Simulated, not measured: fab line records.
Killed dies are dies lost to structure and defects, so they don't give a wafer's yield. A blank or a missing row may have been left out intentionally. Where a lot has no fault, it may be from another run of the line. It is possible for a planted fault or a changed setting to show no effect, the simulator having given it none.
2 desks, one fault ; flow n5_finfet ; numbers are kept per desk, each desk with only its own; the story behind them comes last

## THE TOOL OWNER'S DESK: pvd_sputter-02
The tool's own readings at N5_BEOL_M2_HM_DEP_02 (deposits TiN, target thk 20 nm): means of the sampled wafers that have a number, for each lot that ran on this tool. A lot is out of limits, marked OUT, if its mean lies more than 4 standard deviations from the usual mean; the brackets give that distance.
Columns: A = substrate_temp_c at N5_BEOL_M2_HM_DEP_02, usual 24.98 C; B = throttle_valve_pct at N5_BEOL_M2_HM_DEP_02, usual 30.4 %
lot;first seen here;A;B
L952;day 7 01:01;25.05;29.7
L957;day 8 11:10;24.87;30.8
L960;day 9 18:37;24.93;29.8
L962;day 10 01:48;25.05;30.4
L964;day 10 07:18;25.13;31.2
Result from this desk: across the 5 lots, nothing is out of limits.

## THE METROLOGY DESK
What the gauges read, lot by lot, whatever tool the lot ran on: means of the sampled wafers that have a number. A lot is out of limits, marked OUT, if its mean lies more than 4 standard deviations from the usual mean; the brackets give that distance. Readings shown: 7 of its 12, picked as those furthest out on some lot.
Columns: A = cd_nm at N5_BEOL_M2_CD_MEAS_28, usual 26.21 nm; B = IOFF_N at N5_BEOL_M4_RC_MEAS_101, usual 0.16 nA/um; C = IOFF_P at N5_BEOL_M4_RC_MEAS_101, usual 0.21 nA/um; D = ION_N at N5_BEOL_M4_RC_MEAS_101, usual 673 uA/um; E = ION_P at N5_BEOL_M4_RC_MEAS_101, usual 462 uA/um; F = VT_N at N5_BEOL_M4_RC_MEAS_101, usual 250 mV; G = VT_P at N5_BEOL_M4_RC_MEAS_101, usual -251 mV
lot;first seen here;A;B;C;D;E;F;G
L952;day 7 02:13;25.71;0.25;0.31;699;475;241;-244
L953;day 7 07:55;26.19;0.14;0.19;676;466;249;-252
L957;day 8 12:55;26.43;0.15;0.23;659;465;252;-248
L960;day 9 19:49;26.19;0.12;0.18;662;456;250;-252
L962;day 10 02:53;26.06;0.14;0.17;680;460;253;-256
L964;day 10 08:16;25.91;0.15;0.20;676;464;253;-252
L965;day 10 12:57;26.11;0.11;0.15;655;446;256;-255
L968;day 11 11:15;26.25;0.15;0.20;671;461;248;-252
L971;day 12 10:03;26.10;0.15;0.21;671;458;251;-251
Result from this desk: across the 9 lots, nothing is out of limits.

## TAKEN TOGETHER
Nothing out of limits was seen by the tool owner's desk.
Metrology desk: nothing out of limits seen.

## WHAT HAD BEEN PUT IN BY THE SIMULATOR
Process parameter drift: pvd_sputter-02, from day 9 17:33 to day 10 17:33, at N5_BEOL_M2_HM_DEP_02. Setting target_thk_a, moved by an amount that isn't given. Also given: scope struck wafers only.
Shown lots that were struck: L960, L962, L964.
